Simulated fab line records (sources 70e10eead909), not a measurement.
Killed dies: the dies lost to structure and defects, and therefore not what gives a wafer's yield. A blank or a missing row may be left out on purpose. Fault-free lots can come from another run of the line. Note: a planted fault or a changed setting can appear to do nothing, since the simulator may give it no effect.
Matching of chambers :: flow nandHarc :: NHARC_P_M0_STRIP_18 on rieDiel-11: 4 sister chambers
The step strips in N2/H2. 4 wafers are shown with their chamber, then 7 later ones without.

## WAFERS PAIRED WITH THEIR CHAMBERS
wafer: L079.5
chamber: 0
showerheadPlenumPTorr (Torr): 2.13

wafer: L082.6
chamber: 3
showerheadPlenumPTorr (Torr): 2.04

wafer: L083.2
chamber: 1
showerheadPlenumPTorr (Torr): 2.15

wafer: L083.4
chamber: 2
showerheadPlenumPTorr (Torr): 2.12

## WAFERS WITH NO CHAMBER GIVEN
wafer: L083.5
showerheadPlenumPTorr (Torr): 2.15

wafer: L091.1
showerheadPlenumPTorr (Torr): 2.11

wafer: L091.3
showerheadPlenumPTorr (Torr): 2.14

wafer: L091.5
showerheadPlenumPTorr (Torr): 2.12

wafer: L094.3
showerheadPlenumPTorr (Torr): 2.14

wafer: L094.4
showerheadPlenumPTorr (Torr): 2.11

wafer: L094.6
showerheadPlenumPTorr (Torr): 2.11

## WHICH CHAMBER EACH WENT THROUGH
wafer: L083.5
from the rows above: 1
in truth: 1

wafer: L091.1
from the rows above: can't be placed: 2 or 0
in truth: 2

wafer: L091.3
from the rows above: can't be placed: 1 or 0 or 2
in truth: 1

wafer: L091.5
from the rows above: can't be placed: 2 or 0
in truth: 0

wafer: L094.3
from the rows above: can't be placed: 1 or 0 or 2
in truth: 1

wafer: L094.4
from the rows above: can't be placed: 2 or 0
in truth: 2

wafer: L094.6
from the rows above: can't be placed: 2 or 0
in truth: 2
1 of 7 placed correctly. Not placeable from these rows: 6 (in 6, the candidates include the true chamber). Number placed wrongly: 0.
How it was worked out, from the rows above alone: a wafer's distance from a chamber is the root of the sum, over the readings, of the square of ((its reading less the chamber's mean) divided by the reading's scatter). If the next closest chamber is less than 2 further off than the closest, the wafer can't be placed; otherwise it belongs to the closest. A chamber's mean is the mean of its shown wafers. The scatter (one wafer shown for each chamber): square how far every hidden wafer sits from the nearest shown wafer, average those squares and take the square root.
